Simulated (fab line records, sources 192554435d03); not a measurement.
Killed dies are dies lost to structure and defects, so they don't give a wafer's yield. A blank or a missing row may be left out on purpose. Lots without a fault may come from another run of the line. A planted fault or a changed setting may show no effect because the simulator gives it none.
Split-lot experiment | flow n5_finfet | 7 lots, 39 wafers read, on a route of 1938 steps

THE SPLIT
At N5_BEOL_M13_SPUTTER_44 (material Ta, target thk 10 nm, time 16.13 s), the setting time_s was moved away from the recipe's 16.13 s on 15 of the 39 wafers read, by -51.2% to +39.4%. The other wafers ran this setting at the recipe's value.

FROM THE SPLIT TO THE READING: what the file shows between them, 3 steps
- N5_BEOL_M13_SPUTTER_45: material Cu, target thk 80 nm, time 13.33 s
- N5_BEOL_M13_ECD_47: material Cu, target thk 936 nm
- N5_BEOL_M13_ANNEAL_48: time 90 s

THE READING
barrier_field_endpoint_s, in s, at N5_BEOL_M13_CMP_49 (polishes, stops on SiOC, t overpolish 17.1 s, target thk 420 nm). Fault-free wafers of this fab line usually give 30.1 s, standard deviation 0.79 s.

wafer  | tool, chamber at the split | time_s as run, s | against the recipe | barrier_field_endpoint_s, s | against lot-mates on the recipe
L074.1 | pvd_sputter-03, -          | 16.13            | recipe             | 28.9                        | -
L074.3 | pvd_sputter-03, -          | 22.49            | +39.4%             | 34.9                        | +5.5
L074.4 | pvd_sputter-03, -          | 16.13            | recipe             | 29.9                        | -
L074.2 | pvd_sputter-03, -          | 22.49            | +39.4%             | 34.2                        | +4.8
L074.6 | pvd_sputter-03, -          | 22.49            | +39.4%             | 34.2                        | +4.8
L074.5 | pvd_sputter-03, -          | 16.13            | recipe             | 29.5                        | -
L082.3 | pvd_sputter-03, -          | 20.43            | +26.7%             | 35.0                        | +4.6
L082.2 | pvd_sputter-03, -          | 16.13            | recipe             | 30.6                        | -
L082.1 | pvd_sputter-03, -          | 16.13            | recipe             | 29.7                        | -
L082.4 | pvd_sputter-03, -          | 20.43            | +26.7%             | 34.5                        | +4.1
L082.5 | pvd_sputter-03, -          | 16.13            | recipe             | 30.8                        | -
L082.6 | pvd_sputter-03, -          | 20.43            | +26.7%             | 33.8                        | +3.4
L079.1 | pvd_sputter-01, -          | 16.13            | recipe             | 30.2                        | -
L079.4 | pvd_sputter-01, -          | 20.64            | +28.0%             | 34.6                        | +3.8
L079.2 | pvd_sputter-01, -          | 20.64            | +28.0%             | 34.5                        | +3.7
L079.3 | pvd_sputter-01, -          | 20.64            | +28.0%             | 32.9                        | +2.1
L079.6 | pvd_sputter-01, -          | 16.13            | recipe             | 30.6                        | -
L079.5 | pvd_sputter-01, -          | 16.13            | recipe             | 31.5                        | -
L086.1 | pvd_sputter-02, -          | 16.13            | recipe             | 29.2                        | -
L086.3 | pvd_sputter-02, -          | 16.13            | recipe             | 29.7                        | -
L086.6 | pvd_sputter-02, -          | 16.13            | recipe             | 28.9                        | -
L081.3 | pvd_sputter-02, -          | 16.13            | recipe             | 29.3                        | -
L081.1 | pvd_sputter-02, -          | 16.13            | recipe             | 30.2                        | -
L081.4 | pvd_sputter-02, -          | 16.13            | recipe             | 28.8                        | -
L081.2 | pvd_sputter-02, -          | 16.13            | recipe             | 29.8                        | -
L081.6 | pvd_sputter-02, -          | 16.13            | recipe             | 29.8                        | -
L081.5 | pvd_sputter-02, -          | 16.13            | recipe             | 29.1                        | -
L091.3 | pvd_sputter-02, -          | 16.13            | recipe             | 31.3                        | -
L091.1 | pvd_sputter-02, -          | 16.13            | recipe             | 29.8                        | -
L091.2 | pvd_sputter-02, -          | 7.865            | -51.2%             | 23.4                        | -6.7
L091.4 | pvd_sputter-02, -          | 7.865            | -51.2%             | 24.9                        | -5.2
L091.6 | pvd_sputter-02, -          | 7.865            | -51.2%             | 24.7                        | -5.4
L091.5 | pvd_sputter-02, -          | 16.13            | recipe             | 29.2                        | -
L094.1 | pvd_sputter-01, -          | 16.13            | recipe             | 28.9                        | -
L094.3 | pvd_sputter-01, -          | 16.13            | recipe             | 30.7                        | -
L094.2 | pvd_sputter-01, -          | 9.459            | -41.4%             | 25.4                        | -4.1
L094.4 | pvd_sputter-01, -          | 9.459            | -41.4%             | 24.1                        | -5.4
L094.6 | pvd_sputter-01, -          | 16.13            | recipe             | 29.0                        | -
L094.5 | pvd_sputter-01, -          | 9.459            | -41.4%             | 26.1                        | -3.4

THE FIT
A straight line over all 39 wafers: barrier_field_endpoint_s changes by +0.121 s for each +1% of time_s; r = +0.96; the points scatter about the line by 0.87 s.
The same after taking each lot's own level away (the mean of its wafers on the recipe; 39 wafers): +0.118 s for each +1%; r = +0.97; scatter 0.69 s.
On that fit, the largest move of time_s shifts the reading by 6 s.
The lots' own levels span 29.27 to 30.77 s, that is 1.9 times the standard deviation above.
So the lot-to-lot level changes the slope little: the two slopes agree.
Check: with one of the wafers moved furthest among these (-51.2%) left out of the fit, the line predicts -5.75 s for it against its lot-mates. It came out at -6.7 s against them.

OTHER SPLITS ON THESE WAFERS
These wafers also went through other splits before the reading. Each is held against what the fit with the lots' levels taken away leaves over:
other split on the same wafers | wafers away from the commonest value | r with barrier_field_endpoint_s (lot level and that fit taken away)
N5_BEOL_M9_DESCUM_16 time_s    | 15                                   | -0.06
N5_BEOL_M12_ETCH_68 time_s     | 15                                   | -0.16

THE WHOLE CHAIN: every reading that the file lists as answering this split, in the file's order
step                   | what it does                                                    | reading                                                                           | change (the file's fit)                | r (the file's)
N5_BEOL_M13_SPUTTER_44 | material Ta, target thk 10 nm, time 16.13 s                     | Ta_of_BEOL_M13_SPUTTER_44.thk_nm (the simulator's own value, which no gauge read) | +0.0999 nm for each +1% of the setting | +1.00
N5_BEOL_M13_CMP_49     | polishes, stops on SiOC, t overpolish 17.1 s, target thk 420 nm | barrier_field_endpoint_s                                                          | +0.118 s for each +1% of the setting   | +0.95

THE FILE'S OWN FIT
barrier_field_endpoint_s changes by +0.118 s for each +1% of time_s, r = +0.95.
